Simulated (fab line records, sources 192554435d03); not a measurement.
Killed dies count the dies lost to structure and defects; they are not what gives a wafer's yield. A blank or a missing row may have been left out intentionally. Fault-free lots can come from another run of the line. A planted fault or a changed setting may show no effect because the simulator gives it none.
Split-lot experiment :: flow n5_finfet :: 7 lots, 21 wafers read, on a route of 1938 steps

## THE SPLIT ITSELF
At N5_BEOL_M11_ETCH_41 (etches SiCN in CH3F/O2, target depth 42.6 nm, time 86 s), the setting time_s was moved away from the recipe's 86 s on 8 of the 21 wafers read, by -17.6% to +21.0%. All remaining wafers had this setting at the recipe value.

The reading is taken at the split's own step.

## THE READING
etch.depth_nm (the simulator's own value, which no gauge read), in nm, at N5_BEOL_M11_ETCH_41 (etches SiCN in CH3F/O2, target depth 42.6 nm, time 86 s). The file gives no usual value for it. The 13 wafers here that ran the recipe average 32.64 nm, standard deviation 0.76 nm.

wafer: L076.1
tool, chamber at the split: rie_diel-04, 0
time_s as run, s: 70.88
against the recipe: -17.6%
etch.depth_nm, nm: 27.06
against lot-mates on the recipe: -5.31

wafer: L076.2
tool, chamber at the split: rie_diel-04, 2
time_s as run, s: 86
against the recipe: recipe
etch.depth_nm, nm: 32.64
against lot-mates on the recipe: -

wafer: L076.3
tool, chamber at the split: rie_diel-04, 1
time_s as run, s: 86
against the recipe: recipe
etch.depth_nm, nm: 32.1
against lot-mates on the recipe: -

wafer: L077.1
tool, chamber at the split: rie_diel-05, 2
time_s as run, s: 91.01
against the recipe: +5.8%
etch.depth_nm, nm: 35.53
against lot-mates on the recipe: +2.07

wafer: L077.4
tool, chamber at the split: rie_diel-05, 1
time_s as run, s: 91.01
against the recipe: +5.8%
etch.depth_nm, nm: 35.18
against lot-mates on the recipe: +1.72

wafer: L077.6
tool, chamber at the split: rie_diel-05, 2
time_s as run, s: 86
against the recipe: recipe
etch.depth_nm, nm: 33.46
against lot-mates on the recipe: -

wafer: L080.2
tool, chamber at the split: rie_diel-04, 1
time_s as run, s: 86
against the recipe: recipe
etch.depth_nm, nm: 31.72
against lot-mates on the recipe: -

wafer: L080.3
tool, chamber at the split: rie_diel-04, 0
time_s as run, s: 104.1
against the recipe: +21.0%
etch.depth_nm, nm: 39.87
against lot-mates on the recipe: +7.94

wafer: L080.5
tool, chamber at the split: rie_diel-04, 3
time_s as run, s: 86
against the recipe: recipe
etch.depth_nm, nm: 32.14
against lot-mates on the recipe: -

wafer: L083.2
tool, chamber at the split: rie_diel-05, 0
time_s as run, s: 86
against the recipe: recipe
etch.depth_nm, nm: 32.6
against lot-mates on the recipe: -

wafer: L083.4
tool, chamber at the split: rie_diel-05, 1
time_s as run, s: 86
against the recipe: recipe
etch.depth_nm, nm: 32.65
against lot-mates on the recipe: -

wafer: L083.6
tool, chamber at the split: rie_diel-05, 0
time_s as run, s: 86
against the recipe: recipe
etch.depth_nm, nm: 32.52
against lot-mates on the recipe: -

wafer: L084.2
tool, chamber at the split: rie_diel-03, 0
time_s as run, s: 86
against the recipe: recipe
etch.depth_nm, nm: 32.37
against lot-mates on the recipe: -

wafer: L084.4
tool, chamber at the split: rie_diel-03, 1
time_s as run, s: 86
against the recipe: recipe
etch.depth_nm, nm: 31.86
against lot-mates on the recipe: -

wafer: L084.6
tool, chamber at the split: rie_diel-03, 0
time_s as run, s: 77.87
against the recipe: -9.5%
etch.depth_nm, nm: 29.33
against lot-mates on the recipe: -2.78

wafer: L093.1
tool, chamber at the split: rie_diel-05, 0
time_s as run, s: 101.2
against the recipe: +17.7%
etch.depth_nm, nm: 38.34
against lot-mates on the recipe: no lot-mate on the recipe

wafer: L093.2
tool, chamber at the split: rie_diel-05, 1
time_s as run, s: 101.2
against the recipe: +17.7%
etch.depth_nm, nm: 38.42
against lot-mates on the recipe: no lot-mate on the recipe

wafer: L093.4
tool, chamber at the split: rie_diel-05, 3
time_s as run, s: 101.2
against the recipe: +17.7%
etch.depth_nm, nm: 37.92
against lot-mates on the recipe: no lot-mate on the recipe

wafer: L094.2
tool, chamber at the split: rie_diel-03, 1
time_s as run, s: 86
against the recipe: recipe
etch.depth_nm, nm: 32.26
against lot-mates on the recipe: -

wafer: L094.3
tool, chamber at the split: rie_diel-03, 2
time_s as run, s: 86
against the recipe: recipe
etch.depth_nm, nm: 34.7
against lot-mates on the recipe: -

wafer: L094.4
tool, chamber at the split: rie_diel-03, 3
time_s as run, s: 86
against the recipe: recipe
etch.depth_nm, nm: 33.28
against lot-mates on the recipe: -

FIT RESULTS
A straight line over all 21 wafers: etch.depth_nm changes by +0.328 nm for each +1% of time_s; r = +0.98; the points scatter about the line by 0.7 nm.
The same after taking each lot's own level away (the mean of its wafers on the recipe; 18 wafers): +0.339 nm for each +1%; r = +0.98; scatter 0.53 nm.
On that fit, the largest move of time_s shifts the reading by 7.1 nm.
Across the lots, their own levels run from 31.930 to 33.460 nm, a range of 2.0 times the standard deviation given above.
Consequently the slope shifts little with the lot-to-lot level, the two slopes agreeing.
Check: with one of the wafers moved furthest among these (+21.0%) left out of the fit, the line predicts +6.44 nm for it against its lot-mates. Against them it came out at +7.94 nm.

## OTHER SPLITS ON THESE WAFERS
These wafers also went through other splits before the reading. Each is held against what the fit with the lots' levels taken away leaves over:
other split on the same wafers: N5_BEOL_M10_EXPOSE_08 dose_mj
wafers away from the commonest value: 9
r with etch.depth_nm (lot level and that fit taken away): -0.05

other split on the same wafers: N5_BEOL_M11_PECVD_70 time_s
wafers away from the commonest value: 6
r with etch.depth_nm (lot level and that fit taken away): +0.04

other split on the same wafers: N5_BEOL_M11_TRENCH_ETCH_37 bias_w
wafers away from the commonest value: 6
r with etch.depth_nm (lot level and that fit taken away): -0.02

## FILE'S OWN FIT
etch.depth_nm changes by +0.34 nm for each +1% of time_s, r = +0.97.
